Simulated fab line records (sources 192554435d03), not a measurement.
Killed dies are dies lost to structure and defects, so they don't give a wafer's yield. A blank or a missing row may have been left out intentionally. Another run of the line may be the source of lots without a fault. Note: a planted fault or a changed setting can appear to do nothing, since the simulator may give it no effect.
Chamber matching    flow n5_finfet    ald_sin-03 running N5_BEOL_M0_SAQP_SPACER2_ALD_26: 4 sister chambers
The step deposits SiO2, target thk 15 nm, pulse time 1 s, purge time 2 s. 18 wafers are shown with their chamber, then 9 later ones without.

## WAFERS WITH THEIR CHAMBER
wafer   chamber  heater_power_w (W)  precursor_pulse_height_rel
L074.1  1        405                 1.034
L074.3  3        464                 0.981
L074.5  0        445                 0.956
L079.1  0        455                 1.000
L079.2  1        405                 0.992
L079.3  3        470                 1.005
L079.4  2        603                 1.015
L079.5  3        474                 0.987
L079.6  2        599                 1.043
L081.1  1        422                 1.018
L081.2  0        455                 1.020
L081.4  2        606                 0.966
L083.2  1        419                 0.987
L083.3  2        604                 1.000
L083.4  3        466                 0.986
L084.1  2        589                 0.999
L084.2  3        467                 1.016
L084.3  1        411                 0.986

SIGNATURES (averages over the wafers above)
reading                     chamber 0  chamber 1  chamber 2  chamber 3  scatter within a chamber
heater_power_w              451.67     412.40     600.20     468.20     6.31
precursor_pulse_height_rel  0.99200    1.00340    1.00460    0.99500    0.0239
Rule: distance of a wafer from a chamber = root of the sum over the readings of ((wafer's reading minus chamber's mean) / reading's scatter) squared. The wafer belongs to the nearest chamber; if the next one is less than 2 further off, it can't be placed. How the scatter is found: for the shown wafers, subtract from each reading the mean of its chamber, square and add these, divide the total by (wafers less chambers), then take the root.

## WAFERS WITHOUT THEIR CHAMBER
wafer   heater_power_w (W)  precursor_pulse_height_rel
L084.4  450                 0.996
L084.5  471                 0.988
L084.6  446                 1.017
L092.1  451                 1.006
L092.2  591                 0.974
L092.5  455                 1.032
L093.1  599                 1.007
L093.4  460                 0.959
L093.5  473                 1.030

## WHICH CHAMBER EACH WENT THROUGH
wafer   from the rows above      in truth
L084.4  0                        0
L084.5  3                        3
L084.6  0                        0
L092.1  0                        0
L092.2  2                        2
L092.5  can't be placed: 0 or 3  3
L093.1  2                        2
L093.4  can't be placed: 0 or 3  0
L093.5  3                        3
Correct placement for 7 of the 9. Cannot be placed on the basis of these rows: 2; the candidates contain the true chamber in 2. Placed wrongly: 0.
